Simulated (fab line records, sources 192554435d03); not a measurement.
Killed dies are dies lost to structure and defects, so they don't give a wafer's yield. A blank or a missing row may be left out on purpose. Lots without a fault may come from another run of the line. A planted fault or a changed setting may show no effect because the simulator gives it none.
Split-lot experiment | flow n5_finfet | 7 lots, 21 wafers read, on a route of 1938 steps

THE SPLIT
At N5_BEOL_M8_TRENCH_ETCH_37 (etches SiCOH lowk in C4F6/O2, target depth 93.478 nm, time 31.2 s), the setting time_s was moved away from the recipe's 31.2 s on 8 of the 21 wafers read, by -18.0% to +22.1%. The other wafers ran this setting at the recipe's value.

FROM THE SPLIT TO THE READING: what the file shows between them, 11 steps
- N5_BEOL_M8_ETCH_41: etches SiCN in CH3F/O2, target depth 31.9 nm, time 57.8 s
- N5_BEOL_M8_STRIP_80: strips in N2/H2, time 10 s
- N5_BEOL_M8_OCD_MEAS_38
- N5_BEOL_M8_HM_STRIP_39: strips TiN in peroxide tin strip, target depth 25 nm, time 158 s
- N5_BEOL_M8_SRD_40: time 30 s
- N5_BEOL_M8_ECD_50: material Cu, target thk 300 nm
- N5_BEOL_M8_ANNEAL_51: time 90 s
- N5_BEOL_M8_CMP_52: polishes, stops on SiCOH lowk, t overpolish 6.9 s, target thk 80 nm
- N5_BEOL_M8_THK_MEAS_53: measures by xrf
- N5_BEOL_M8_PRE_CLEAN_55: time 15 s
- N5_BEOL_M8_DEP_56: deposits SiCN from 3MS/NH3, target thk 10 nm, time 17.5 s

THE READING
M8_RS, in ohm/sq, at N5_BEOL_M8_RS_MEAS_57 (measures by four-point-probe). Fault-free wafers of this fab line usually give 0.288 ohm/sq, standard deviation 0.0066 ohm/sq.

wafer  | tool, chamber at the split | time_s as run, s | against the recipe | M8_RS, ohm/sq | against lot-mates on the recipe
L078.3 | rie_diel-03, 3             | 29.14            | -6.6%              | 0.324         | no lot-mate on the recipe
L078.4 | rie_diel-03, 3             | 29.14            | -6.6%              | 0.325         | no lot-mate on the recipe
L078.6 | rie_diel-03, 1             | 29.14            | -6.6%              | 0.324         | no lot-mate on the recipe
L080.1 | rie_diel-03, 2             | 31.2             | recipe             | 0.288         | -
L080.2 | rie_diel-03, 1             | 37.88            | +21.4%             | 0.228         | -0.060
L080.6 | rie_diel-03, 3             | 37.88            | +21.4%             | 0.231         | -0.057
L082.1 | rie_diel-03, 0             | 31.2             | recipe             | 0.278         | -
L082.3 | rie_diel-03, 2             | 31.2             | recipe             | 0.279         | -
L082.6 | rie_diel-03, 3             | 31.2             | recipe             | 0.291         | -
L084.2 | rie_diel-04, 2             | 31.2             | recipe             | 0.292         | -
L084.3 | rie_diel-04, 3             | 31.2             | recipe             | 0.288         | -
L084.4 | rie_diel-04, 0             | 31.2             | recipe             | 0.289         | -
L087.2 | rie_diel-03, 0             | 31.2             | recipe             | 0.293         | -
L087.3 | rie_diel-03, 1             | 31.2             | recipe             | 0.293         | -
L087.6 | rie_diel-03, 2             | 38.09            | +22.1%             | 0.220         | -0.073
L093.1 | rie_diel-05, 1             | 25.59            | -18.0%             | 0.409         | +0.107
L093.3 | rie_diel-05, 2             | 31.2             | recipe             | 0.301         | -
L093.6 | rie_diel-05, 1             | 31.2             | recipe             | 0.303         | -
L094.2 | rie_diel-05, 2             | 31.2             | recipe             | 0.287         | -
L094.3 | rie_diel-05, 0             | 31.2             | recipe             | 0.282         | -
L094.5 | rie_diel-05, 2             | 26.18            | -16.1%             | 0.375         | +0.091

THE FIT
A straight line over all 21 wafers: M8_RS changes by -0.00397 ohm/sq for each +1% of time_s; r = -0.95; the points scatter about the line by 0.014 ohm/sq.
The same after taking each lot's own level away (the mean of its wafers on the recipe; 18 wafers): -0.00388 ohm/sq for each +1%; r = -0.96; scatter 0.013 ohm/sq.
On that fit, the largest move of time_s shifts the reading by 0.086 ohm/sq.
The lots' own levels span 0.2827 to 0.3020 ohm/sq, that is 2.9 times the standard deviation above.
So the lot-to-lot level changes the slope little: the two slopes agree.
Check: with one of the wafers moved furthest among these (+22.1%) left out of the fit, the line predicts -0.0808 ohm/sq for it against its lot-mates. It came out at -0.073 ohm/sq against them.

OTHER SPLITS ON THESE WAFERS
These wafers also went through other splits before the reading. Each is held against what the fit with the lots' levels taken away leaves over:
other split on the same wafers | wafers away from the commonest value | r with M8_RS (lot level and that fit taken away)
N5_BEOL_M4_DEP_57 time_s       | 7                                    | -0.16
N5_BEOL_M5_COAT_65 spin_rpm    | 2                                    | +0.34
N5_BEOL_M5_COAT_74 spin_rpm    | 5                                    | -0.36
N5_BEOL_M8_ETCH_61 bias_w      | 5                                    | +0.21
N5_BEOL_M8_ETCH_65 source_w    | 9                                    | -0.36

THE WHOLE CHAIN: every reading that the file lists as answering this split, in the file's order
step                      | what it does                                                        | reading                                                                          | change (the file's fit)                | r (the file's)
N5_BEOL_M8_TRENCH_ETCH_37 | etches SiCOH lowk in C4F6/O2, target depth 93.478 nm, time 31.2 s   | etch.depth_nm (the simulator's own value, which no gauge read)                   | +0.943 nm for each +1% of the setting  | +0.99
N5_BEOL_M8_TRENCH_ETCH_37 | etches SiCOH lowk in C4F6/O2, target depth 93.478 nm, time 31.2 s   | BEOL_M8.feature_depth_nm (the simulator's own value, which no gauge read)        | +0.946 nm for each +1% of the setting  | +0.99
N5_BEOL_M8_TRENCH_ETCH_37 | etches SiCOH lowk in C4F6/O2, target depth 93.478 nm, time 31.2 s   | TiN_of_BEOL_M8_HM_DEP_02.thk_nm (the simulator's own value, which no gauge read) | -0.0408 nm for each +1% of the setting | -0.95
N5_BEOL_M8_OCD_MEAS_38    |                                                                     | trench_depth_nm                                                                  | +0.956 nm for each +1% of the setting  | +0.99
N5_BEOL_M8_CMP_52         | polishes, stops on SiCOH lowk, t overpolish 6.9 s, target thk 80 nm | Cu_of_BEOL_M8_ECD_50.thk_nm (the simulator's own value, which no gauge read)     | +0.934 nm for each +1% of the setting  | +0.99
N5_BEOL_M8_THK_MEAS_53    | measures by xrf                                                     | M8_THK                                                                           | +0.937 for each +1% of the setting     | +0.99
N5_BEOL_M8_RS_MEAS_57     | measures by four-point-probe                                        | M8_RS                                                                            | -0.00408 for each +1% of the setting   | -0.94

THE FILE'S OWN FIT
M8_RS changes by -0.00408 ohm/sq for each +1% of time_s, r = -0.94.
